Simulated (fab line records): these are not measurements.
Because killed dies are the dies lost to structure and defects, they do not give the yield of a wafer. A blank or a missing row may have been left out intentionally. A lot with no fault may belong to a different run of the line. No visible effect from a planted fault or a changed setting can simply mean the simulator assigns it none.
fab line records    flow n5-finfet    part 1 of 2: steps 1 to 18 of 30
record: lots: 5  wafers: 15  last-day: 17
route steps=1938 shown GATE_CUT@498 MOL_CONTACT_COAG@517
lots with no fault: from the same line, run without faults
start-h: hours from the record's opening day to when the first of the lot's shown wafers began    wait-h: hours from the lot's prior step to this one    " the same as in the row above    L1.1+2: a row that stands for several wafers    - no value, or no start given    * or withheld: withheld    < > ~ a bound
route shown NAME@n: NAME is a module with steps in the file, n the number in the route of the first one    usual: average and standard deviation across the fault-free wafers    same: alike in all rows    chamber/n: place in a boat    sites: readings site by site    _std_site: their standard deviation    _edge_site: inner sites' mean taken away from outer sites' mean    radius-mm: how far each site lies from the wafer's centre    mask NAME#n: copy n    behind: the most recent tool/chamber to have shaped the wafer    hold: why the lot was held/for how many hours/how that ended    device: whichever transistor did not switch (one of n, p or np)    end of line: the tests these same wafers got at the end of their route    a step with no rows: only its recipe    killed: the dies lost at the first sort to structure and to defects; this is not the yield of the wafer    map: dies across one wafer; x = killed, . = not, _ = none there
set.NAME: the setting the step ran with; set.NAME@STEP: the setting that earlier step ran with    model.NAME: the simulator's own value behind a step, which no gauge read
lots at some steps of the route; a table a step, a row a wafer
services: from which hour (start-h, from the record's first day; less than 0 if before it) a tool's chamber was out of use, for how many hours, and why
== steps ==
step: N5_GATE_CUT_STRIP_42
recipe: chemistry: O2  power-w: 400  temp-c: 40  pressure-mtorr: 30  rf-frequency-hz: 6e+07  bias-power-w: 0  overash-fraction: 0.3  o2-flow-sccm: 225
usual: drypump-motor-current-A: 5.8/0.43  o2-flow-sccm: 225.0/0.66  oes-product-au: 0.77/0.07  rf-vpp-V: 3.7/0.48  showerhead-plenum-p-Torr: 2.09/0.077  throttle-valve-pct: 16.73/0.2
same: overash-fraction: 0.3
lot.wafer  tool         chamber  start-h  wait-h  drypump-motor-current-A  o2-flow-sccm  oes-product-au  rf-hours-counter-h  rf-vpp-V  showerhead-plenum-p-Torr  throttle-valve-pct
L079.2     rie-diel-05  0        123.88   0.0     6.3                      224.8         0.71            197                 3.2       2.00                      16.74
L079.3     "            2        "        "       6.3                      224.9         0.76            150                 4.4       2.11                      16.58
L079.5     "            0        "        "       6.4                      225.1         0.71            -                   3.3       2.00                      16.71
L081.1     rie-diel-04  2        147.76   0.0     6.1                      225.5         0.70            214                 3.3       2.07                      16.88
L081.3     "            0        "        "       5.1                      224.1         0.74            151                 3.6       2.01                      16.92
L081.5     "            2        "        "       6.1                      225.5         0.70            -                   4.3       2.07                      16.89
L086.1     rie-diel-05  3        158.10   0.0     6.1                      225.4         0.72            179                 3.4       2.17                      16.84
L086.2     "            2        "        "       6.3                      226.2         0.75            160                 2.8       2.11                      16.60
L086.3     "            0        "        "       6.3                      223.9         0.70            206                 4.1       1.99                      16.72
L093.2     rie-diel-03  3        205.39   0.0     5.7                      224.9         0.91            18                  4.1       2.15                      16.40
L093.4     "            2        "        "       5.8                      226.0         0.70            236                 3.6       1.98                      16.73
L093.6     "            0        "        "       5.8                      225.6         0.80            -                   3.9       2.20                      16.73
L095.1     rie-diel-04  1        212.71   0.0     5.2                      225.4         0.81            106                 3.7       2.11                      16.88
L095.2     "            0        "        "       5.2                      225.7         0.72            175                 3.1       2.00                      16.96
L095.4     "            2        "        "       6.1                      225.0         0.69            -                   4.3       2.06                      16.91
step: N5_GATE_CUT_ETCH_19
recipe: chemistry: CH3F/O2  target: SiNx  mask-material: SiO2  target-depth-a: 537  time-s: 76.7  pressure-mtorr: 30  source-w: 395  bias-w: 73  Ar_flow_sccm: 150  CH3F_flow_sccm: 30  O2_flow_sccm: 20  ion-energy-ev: 120  ends: cleared
usual: drypump-motor-current-A: 5.8/0.43  etch-rf-on-time-s: 76.8/1.3  oes-product-au: 0.66/0.059  rf-vpp-V: 297/7.6  showerhead-plenum-p-Torr: 2.00/0.069  throttle-valve-pct: 16.40/0.2
lot.wafer  tool         chamber  start-h  wait-h  drypump-motor-current-A  etch-rf-on-time-s  oes-product-au  rf-hours-counter-h  rf-vpp-V  showerhead-plenum-p-Torr  throttle-valve-pct
L079.2     rie-diel-05  0        123.92   0.0     6.3                      76.9               0.61            197                 304       1.91                      16.42
L079.3     "            2        "        "       6.3                      74.8               0.65            150                 296       2.01                      16.23
L079.5     "            0        "        "       6.4                      75.7               0.62            -                   302       1.91                      16.42
L081.1     rie-diel-04  2        147.80   0.0     6.1                      78.8               0.60            214                 294       1.99                      16.63
L081.3     "            0        "        "       5.1                      76.9               0.63            151                 289       1.91                      16.53
L081.5     "            2        "        "       6.1                      78.7               0.60            -                   294       1.99                      16.63
L086.1     rie-diel-05  3        158.14   0.0     6.1                      77.0               0.62            179                 311       2.07                      16.52
L086.2     "            2        "        "       6.3                      76.6               0.64            160                 297       2.00                      16.22
L086.3     "            0        "        "       6.3                      76.8               0.61            206                 302       1.90                      16.43
L093.2     rie-diel-03  3        205.43   0.0     5.7                      77.3               0.77            18                  307       2.04                      16.05
L093.4     "            2        "        "       5.8                      76.9               0.61            236                 291       1.90                      16.45
L093.6     "            0        "        "       5.9                      76.4               0.69            -                   291       2.10                      16.36
L095.1     rie-diel-04  1        212.75   0.0     5.2                      75.4               0.68            106                 292       2.03                      16.62
L095.2     "            0        "        "       5.1                      77.8               0.61            175                 287       1.90                      16.57
L095.4     "            2        "        "       6.1                      79.5               0.58            -                   292       1.98                      16.67
step: N5_GATE_CUT_CUT_ETCH_53
recipe: chemistry: SF6/Cl2  target: W  mask-material: SiO2  target-depth-a: 792  pressure-mtorr: 8  icp-w: 900  bias-w: 80  SF6_flow_sccm: 40  Cl2_flow_sccm: 60  ends: cleared
usual: drypump-motor-current-A: 6.0/0.42  etch-rf-on-time-s: 26.2/0.57  oes-product-au: 0.63/0.055  throttle-valve-pct: 28.99/0.3
lot.wafer  tool          chamber  start-h  wait-h  drypump-motor-current-A  etch-rf-on-time-s  oes-product-au  rf-hours-counter-h  throttle-valve-pct
L079.2     rie-metal-02  1        124.03   0.1     6.1                      25.7               0.56            111                 28.97
L079.3     "             1        "        "       6.1                      26.1               0.56            -                   28.95
L079.5     "             0        "        "       5.5                      27.3               0.62            -                   29.09
L081.1     rie-metal-02  0        147.90   0.1     5.5                      27.0               0.62            82                  29.11
L081.3     "             0        "        "       5.5                      26.9               0.62            -                   29.10
L081.5     "             1        "        "       6.1                      25.6               0.56            -                   28.98
L086.1     rie-metal-02  1        158.25   0.1     6.1                      26.1               0.56            114                 28.98
L086.2     "             0        "        "       5.5                      27.2               0.62            84                  29.10
L086.3     "             0        "        "       5.5                      27.2               0.61            -                   29.11
L093.2     rie-metal-01  0        205.54   0.1     6.0                      26.0               0.71            40                  28.53
L093.4     "             1        "        "       6.5                      25.2               0.59            -                   28.96
L093.6     "             0        "        "       6.0                      26.0               0.71            -                   28.54
L095.1     rie-metal-03  1        212.86   0.1     5.6                      26.1               0.67            59                  29.51
L095.2     "             0        "        "       6.6                      26.7               0.57            108                 28.78
L095.4     "             1        "        "       5.5                      26.0               0.67            -                   29.51
step: N5_GATE_CUT_CUT_ETCH_54
recipe: chemistry: Cl2/BCl3  target: TiN  mask-material: SiO2  target-depth-a: 967  pressure-mtorr: 10  icp-w: 1000  bias-w: 126  Cl2_flow_sccm: 53.25  bcl3-flow-sccm: 21.75  Ar_flow_sccm: 25  ends: cleared
usual: bcl3-flow-sccm: 21.75/0.061  drypump-motor-current-A: 6.0/0.42  etch-rf-on-time-s: 36.7/0.85  oes-product-au: 0.62/0.055  throttle-valve-pct: 22.31/0.22
lot.wafer  tool          chamber  start-h  wait-h  bcl3-flow-sccm  drypump-motor-current-A  etch-rf-on-time-s  oes-product-au  rf-hours-counter-h  throttle-valve-pct
L079.2     rie-metal-02  1        124.09   0.0     21.76           6.1                      35.7               0.57            111                 22.32
L079.3     "             1        "        "       21.72           6.1                      35.9               0.56            -                   22.33
L079.5     "             0        "        "       21.75           5.5                      38.1               0.62            -                   22.51
L081.1     rie-metal-02  0        147.96   0.0     21.75           5.6                      38.0               0.61            82                  22.52
L081.3     "             0        "        "       21.71           5.5                      37.9               0.62            -                   22.51
L081.5     "             1        "        "       21.80           6.1                      35.9               0.57            -                   22.32
L086.1     rie-metal-02  1        158.31   0.0     21.85           6.1                      35.9               0.56            114                 22.33
L086.2     "             0        "        "       21.80           5.5                      37.8               0.61            84                  22.52
L086.3     "             0        "        "       21.74           5.5                      38.1               0.61            -                   22.53
L093.2     rie-metal-01  0        205.60   0.0     21.70           6.0                      36.5               0.71            40                  21.98
L093.4     "             1        "        "       21.75           6.4                      35.3               0.58            -                   22.13
L093.6     "             0        "        "       21.64           6.0                      36.7               0.70            -                   21.99
L095.1     rie-metal-03  1        212.92   0.0     21.73           5.6                      36.1               0.68            59                  22.62
L095.2     "             0        "        "       21.70           6.6                      37.0               0.57            108                 22.21
L095.4     "             1        "        "       21.67           5.6                      36.1               0.67            -                   22.62
step: N5_GATE_CUT_CUT_ETCH_55
recipe: chemistry: BCl3  target: HfO2  mask-material: SiO2  target-depth-a: 32  ion-energy-ev: 30  pressure-mtorr: 5  icp-w: 450  bias-w: 18  bcl3-flow-sccm: 80
usual: bcl3-flow-sccm: 80.02/0.23  drypump-motor-current-A: 6.0/0.42  oes-product-au: 0.69/0.058  throttle-valve-pct: 33.1/0.32
lot.wafer  tool          chamber  start-h  wait-h  bcl3-flow-sccm  drypump-motor-current-A  oes-product-au  rf-hours-counter-h  throttle-valve-pct
L079.2     rie-metal-02  1        124.15   0.0     80.07           6.1                      0.63            111                 32.8
L079.3     "             1        "        "       80.24           6.1                      0.62            -                   32.8
L079.5     "             0        "        "       80.15           5.5                      0.68            -                   33.0
L081.1     rie-metal-02  0        148.02   0.0     80.03           5.5                      0.69            82                  33.0
L081.3     "             0        "        "       79.98           5.5                      0.69            -                   33.0
L081.5     "             1        "        "       79.65           6.1                      0.62            -                   32.8
L086.1     rie-metal-02  1        158.37   0.0     80.22           6.1                      0.62            114                 32.8
L086.2     "             0        "        "       80.12           5.5                      0.70            84                  33.1
L086.3     "             0        "        "       80.33           5.5                      0.69            -                   33.0
L093.2     rie-metal-01  0        205.66   0.0     79.91           5.9                      0.78            40                  32.9
L093.4     "             1        "        "       80.03           6.4                      0.64            -                   33.1
L093.6     "             0        "        "       80.30           5.9                      0.78            -                   32.9
L095.1     rie-metal-03  1        212.98   0.0     80.14           5.6                      0.74            59                  33.7
L095.2     "             0        "        "       79.98           6.6                      0.64            108                 32.9
L095.4     "             1        "        "       79.67           5.6                      0.74            -                   33.7
step: N5_GATE_CUT_ETCH_47
recipe: chemistry: Cl2/BCl3  target: SiO2  target-depth-a: 100  pressure-mtorr: 10  icp-w: 1000  bias-w: 126  Cl2_flow_sccm: 53.25  bcl3-flow-sccm: 21.75  Ar_flow_sccm: 25
usual: bcl3-flow-sccm: 21.75/0.06  drypump-motor-current-A: 6.0/0.42  oes-product-au: 0.69/0.059  throttle-valve-pct: 22.85/0.22
lot.wafer  tool          chamber  start-h  wait-h  bcl3-flow-sccm  drypump-motor-current-A  oes-product-au  rf-hours-counter-h  throttle-valve-pct
L079.2     rie-metal-02  1        124.18   0.0     21.80           6.1                      0.62            111                 22.86
L079.3     "             1        "        "       21.78           6.1                      0.62            -                   22.87
L079.5     "             0        "        "       21.75           5.5                      0.69            -                   23.03
L081.1     rie-metal-02  0        148.05   0.0     21.85           5.6                      0.69            82                  23.04
L081.3     "             0        "        "       21.78           5.5                      0.69            -                   23.04
L081.5     "             1        "        "       21.72           6.1                      0.62            -                   22.88
L086.1     rie-metal-02  1        158.40   0.0     21.77           6.1                      0.62            114                 22.88
L086.2     "             0        "        "       21.76           5.5                      0.68            84                  23.04
L086.3     "             0        "        "       21.75           5.5                      0.69            -                   23.03
L093.2     rie-metal-01  0        205.69   0.0     21.68           6.0                      0.79            40                  22.53
L093.4     "             1        "        "       21.70           6.5                      0.64            -                   22.68
L093.6     "             0        "        "       21.71           5.9                      0.78            -                   22.51
L095.1     rie-metal-03  1        213.01   0.0     21.84           5.6                      0.74            59                  23.16
L095.2     "             0        "        "       21.62           6.6                      0.63            108                 22.73
L095.4     "             1        "        "       21.92           5.5                      0.74            -                   23.18
step: N5_GATE_CUT_VAPOR_ETCH_48
recipe: chemistry: BCl3/Cl2  target: TiN  mode: isotropic
usual: drypump-motor-current-A: 6.0/0.42  oes-product-au: 0.69/0.058
lot.wafer  tool          chamber  start-h  wait-h  drypump-motor-current-A  oes-product-au
L079.2     rie-metal-02  1        124.21   0.0     6.1                      0.61
L079.3     "             1        "        "       6.1                      0.62
L079.5     "             0        "        "       5.5                      0.69
L081.1     rie-metal-02  0        148.08   0.0     5.5                      0.69
L081.3     "             0        "        "       5.5                      0.69
L081.5     "             1        "        "       6.1                      0.62
L086.1     rie-metal-02  1        158.43   0.0     6.1                      0.62
L086.2     "             0        "        "       5.6                      0.68
L086.3     "             0        "        "       5.5                      0.68
L093.2     rie-metal-01  0        205.72   0.0     6.0                      0.78
L093.4     "             1        "        "       6.5                      0.64
L093.6     "             0        "        "       6.0                      0.77
L095.1     rie-metal-03  1        213.04   0.0     5.6                      0.74
L095.2     "             0        "        "       6.6                      0.63
L095.4     "             1        "        "       5.6                      0.74
step: N5_GATE_CUT_VAPOR_ETCH_49
recipe: chemistry: BCl3/Cl2  target: TiAlC  mode: isotropic
usual: drypump-motor-current-A: 6.0/0.42  oes-product-au: 0.69/0.058
lot.wafer  tool          chamber  start-h  wait-h  drypump-motor-current-A  oes-product-au
L079.2     rie-metal-02  1        124.24   0.0     6.1                      0.62
L079.3     "             1        "        "       6.1                      0.62
L079.5     "             0        "        "       5.5                      0.69
L081.1     rie-metal-02  0        148.11   0.0     5.5                      0.69
L081.3     "             0        "        "       5.5                      0.68
L081.5     "             1        "        "       6.1                      0.62
L086.1     rie-metal-02  1        158.46   0.0     6.1                      0.62
L086.2     "             0        "        "       5.5                      0.69
L086.3     "             0        "        "       5.5                      0.69
L093.2     rie-metal-01  0        205.75   0.0     5.9                      0.76
L093.4     "             1        "        "       6.5                      0.64
L093.6     "             0        "        "       5.9                      0.78
L095.1     rie-metal-03  1        213.07   0.0     5.6                      0.74
L095.2     "             0        "        "       6.6                      0.63
L095.4     "             1        "        "       5.5                      0.74
step: N5_GATE_CUT_VAPOR_ETCH_51
recipe: chemistry: BCl3/Cl2  target: HfO2  mode: isotropic
usual: drypump-motor-current-A: 6.0/0.42  oes-product-au: 0.69/0.058
lot.wafer  tool          chamber  start-h  wait-h  drypump-motor-current-A  oes-product-au
L079.2     rie-metal-02  1        124.27   0.0     6.1                      0.62
L079.3     "             1        "        "       6.1                      0.62
L079.5     "             0        "        "       5.5                      0.70
L081.1     rie-metal-02  0        148.14   0.0     5.5                      0.69
L081.3     "             0        "        "       5.5                      0.69
L081.5     "             1        "        "       6.1                      0.62
L086.1     rie-metal-02  1        158.49   0.0     6.1                      0.61
L086.2     "             0        "        "       5.5                      0.69
L086.3     "             0        "        "       5.5                      0.69
L093.2     rie-metal-01  0        205.78   0.0     6.0                      0.77
L093.4     "             1        "        "       6.5                      0.64
L093.6     "             0        "        "       6.0                      0.77
L095.1     rie-metal-03  1        213.10   0.0     5.6                      0.74
L095.2     "             0        "        "       6.6                      0.63
L095.4     "             1        "        "       5.6                      0.74
step: N5_GATE_CUT_STRIP_21
recipe: chemistry: N2/H2  time-s: 30  power-w: 1000  temp-c: 250  pressure-mtorr: withheld  n2-flow-sccm: 1750  h2-flow-sccm: 3250
usual: drypump-motor-current-A: 5.4/0.4  heater-power-w: 312/36
lot.wafer  tool             chamber  start-h  wait-h  drypump-motor-current-A  heater-power-w  rf-hours-counter-h
L079.2     plasma-asher-01  0        124.32   0.0     5.4                      370             47
L079.3     "                0        "        "       5.3                      359             -
L079.5     "                1        "        "       6.2                      310             -
L081.1     plasma-asher-02  1        148.19   0.0     5.1                      269             97
L081.3     "                0        "        "       5.2                      309             -
L081.5     "                0        "        "       5.3                      323             -
L086.1     plasma-asher-02  0        158.54   0.0     5.3                      305             100
L086.2     "                1        "        "       5.1                      267             100
L086.3     "                0        "        "       5.3                      307             -
L093.2     plasma-asher-02  0        205.83   0.0     5.3                      302             109
L093.4     "                1        "        "       5.1                      274             -
L093.6     "                1        "        "       5.1                      274             -
L095.1     plasma-asher-02  1        213.15   0.0     5.1                      262             110
L095.2     "                0        "        "       5.2                      302             110
L095.4     "                0        "        "       5.3                      302             -
step: N5_GATE_CUT_STRIP_29
recipe: chemistry: post-etch-residue-remover  time-s: 60  temp-c: 25  remover-ph: withheld  remover-water-wt-pct: withheld  remover-fluoride-wt-pct: withheld
lot.wafer   tool          chamber  start-h  wait-h
L079.2+3+5  wet-bench-01  0,3,4    124.42   0.1
L081.1+3+5  wet-bench-03  3,7,2    148.28   0.1
L086.1+2+3  wet-bench-01  5,1,0    158.63   0.1
L093.2+4+6  wet-bench-03  4,6,3    205.92   0.1
L095.1+2+4  wet-bench-04  4,1,2    213.24   0.1
step: N5_GATE_CUT_SRD_52
recipe: dry: ipa-marangoni  time-s: 30  temp-c: 23  rinse-liquid: diw
lot.wafer   tool          chamber  start-h  wait-h
L079.2+3+5  wet-bench-01  0,3,4    124.44   0.0
L081.1+3+5  wet-bench-03  3,7,2    148.32   0.0
L086.1+2+3  wet-bench-01  5,1,0    158.64   0.0
L093.2+4+6  wet-bench-03  4,6,3    205.94   0.0
L095.1+2+4  wet-bench-04  4,1,2    213.26   0.0
step: N5_GATE_CUT_ALD_22
recipe: material: SiNx  target-thk-a: 160  temp-c: 400  ald-precursor-family: SiH2I2  ald-co-reactant: N2/H2-plasma  pulse-time-s: 1  ald-cycles: 320  purge-time-s: 2  co-reactant-purge-time-s: 2  pressure-torr: 2
usual: heater-power-w: 829/65  precursor-pulse-height-rel: 0.998/0.021
same: ald-cycles: 320
lot.wafer  tool        chamber  start-h  wait-h  heater-power-w  precursor-pulse-height-rel
L079.2     ald-sin-04  0        124.49   0.0     781             0.991
L079.3     "           1        "        "       922             1.032
L079.5     "           3        "        "       850             1.009
L081.1     ald-sin-04  1        148.67   0.3     902             1.004
L081.3     "           2        "        "       779             0.986
L081.5     "           1        "        "       907             1.011
L086.1     ald-sin-02  0        158.69   0.0     734             0.995
L086.2     "           1        "        "       951             0.981
L086.3     "           2        "        "       746             0.984
L093.2     ald-sin-02  2        206.12   0.2     784             0.963
L093.4     "           1        "        "       914             0.986
L093.6     "           0        "        "       716             1.015
L095.1     ald-sin-02  1        213.31   0.0     923             1.053
L095.2     "           3        "        "       793             0.993
L095.4     "           2        "        "       779             1.002
step: N5_GATE_CUT_CMP_23
recipe: stop-on: SiO2  t-overpolish-s: 23.4  post-cmp-clean: alkaline-brush  down-force-psi: 2.5  platen-rpm: 51.8  pad-velocity-m-s: 1.0307  target-thk-nm: 16
usual: motor-current-A: 9.3/1.1  overpolish-run-s: 23.399/0.0094  time-to-endpoint-s: 20.1/2.4
lot.wafer  tool    chamber  start-h  wait-h  motor-current-A  overpolish-run-s  time-to-endpoint-s
L079.3     cmp-02  3        126.25   1.0     11.2             23.413            17.5
L079.2     "       0        "        "       8.8              23.394            19.5
L079.5     "       1        "        "       8.5              23.383            23.0
L081.3     cmp-04  2        150.24   0.8     8.6              23.402            17.2
L081.1     "       3        "        "       8.8              23.404            18.1
L081.5     "       1        "        "       9.8              23.400            19.1
L086.3     cmp-03  1        160.18   0.8     9.2              23.394            21.2
L086.2     "       2        "        "       10.0             23.413            17.6
L086.1     "       0        "        "       10.1             23.401            26.1
L093.2     cmp-02  1        207.61   0.8     8.3              23.383            22.9
L093.4     "       2        "        "       8.1              23.419            20.4
L093.6     "       2        "        "       8.2              23.405            21.9
L095.2     cmp-04  2        214.83   0.8     9.4              23.395            22.1
L095.4     "       3        "        "       9.0              23.423            24.5
L095.1     "       0        "        "       9.2              23.404            22.4
step: N5_GATE_CUT_THK_MEAS_24
recipe: reads: SiO2_of_GATE_CUT_HM_DEP_46+SiO2_flowable_of_ILD0_FCVD_FILL_01
usual: GC_FILL_THK: 219.4/2.2
lot.wafer  tool           chamber  start-h  wait-h  GC_FILL_THK[nm]
L079.2     film-metro-02  -        126.47   -       219.3
L079.3     "              -        "        "       219.9
L079.5     "              -        "        "       221.7
L081.1     film-metro-01  -        150.46   -       219.5
L081.3     "              -        "        "       217.9
L081.5     "              -        "        "       218.2
L086.1     film-metro-02  -        160.48   -       217.1
L086.2     "              -        "        "       215.7
L086.3     "              -        "        "       218.8
L093.2     film-metro-01  -        207.91   -       216.9
L093.4     "              -        "        "       218.8
L093.6     "              -        "        "       219.4
L095.1     film-metro-01  -        215.09   -       221.8
L095.2     "              -        "        "       221.6
L095.4     "              -        "        "       222.6
step: N5_GATE_CUT_CMP_43
recipe: material: SiO2  post-cmp-clean: rinse-only
usual: motor-current-A: 12.4/1.5
lot.wafer  tool    chamber  start-h  wait-h  motor-current-A
L079.3     cmp-02  1        126.70   0.2     11.0
L079.2     "       2        "        "       11.3
L079.5     "       1        "        "       11.0
L081.3     cmp-03  1        150.57   0.1     12.6
L081.1     "       2        "        "       13.5
L081.5     "       1        "        "       12.2
L086.1     cmp-03  1        160.50   0.0     12.7
L086.3     "       2        "        "       13.8
L086.2     "       3        "        "       10.3
L093.2     cmp-04  2        208.16   0.3     12.5
L093.4     "       0        "        "       11.5
L093.6     "       2        "        "       11.5
L095.4     cmp-04  1        215.12   0.0     13.1
L095.2     "       2        "        "       12.2
L095.1     "       0        "        "       12.5
step: N5_GATE_CUT_CMP_61
recipe: stop-on: SiNx  t-overpolish-s: 3  post-cmp-clean: alkaline-brush  down-force-psi: 4  platen-rpm: 27.09  pad-velocity-m-s: 0.539
usual: motor-current-A: 12.3/1.4
lot.wafer  tool    chamber  start-h  wait-h  motor-current-A
L079.3     cmp-02  1        127.13   0.3     11.2
L079.2     "       2        "        "       10.4
L079.5     "       1        "        "       10.7
L081.3     cmp-03  1        151.00   0.3     12.3
L081.1     "       2        "        "       14.5
L081.5     "       1        "        "       12.3
L086.1     cmp-03  1        160.98   0.4     12.5
L086.3     "       2        "        "       13.9
L086.2     "       3        "        "       10.9
L093.2     cmp-04  2        208.59   0.3     11.7
L093.4     "       0        "        "       11.8
L093.6     "       2        "        "       11.4
L095.4     cmp-04  1        215.60   0.4     13.3
L095.2     "       2        "        "       11.8
L095.1     "       0        "        "       11.9
step: N5_GATE_CUT_INSPECT_26
recipe: inspect-instrument: darkfield  mode: post-cmp
usual: raw-defect-count: 38/17
lot.wafer  tool               chamber  start-h  wait-h  raw-defect-count
L079.2     defect-inspect-02  -        127.34   0.0     20
L079.3     "                  -        "        "       40
L079.5     "                  -        "        "       38
L081.1     defect-inspect-01  -        151.20   0.0     20
L081.3     "                  -        "        "       42
L081.5     "                  -        "        "       61
L086.1     defect-inspect-02  -        161.22   0.0     19
L086.2     "                  -        "        "       15
L086.3     "                  -        "        "       20
L093.2     defect-inspect-01  -        208.79   0.0     35
L093.4     "                  -        "        "       44
L093.6     "                  -        "        "       33
L095.1     defect-inspect-02  -        215.83   0.0     30
L095.2     "                  -        "        "       22
L095.4     "                  -        "        "       36
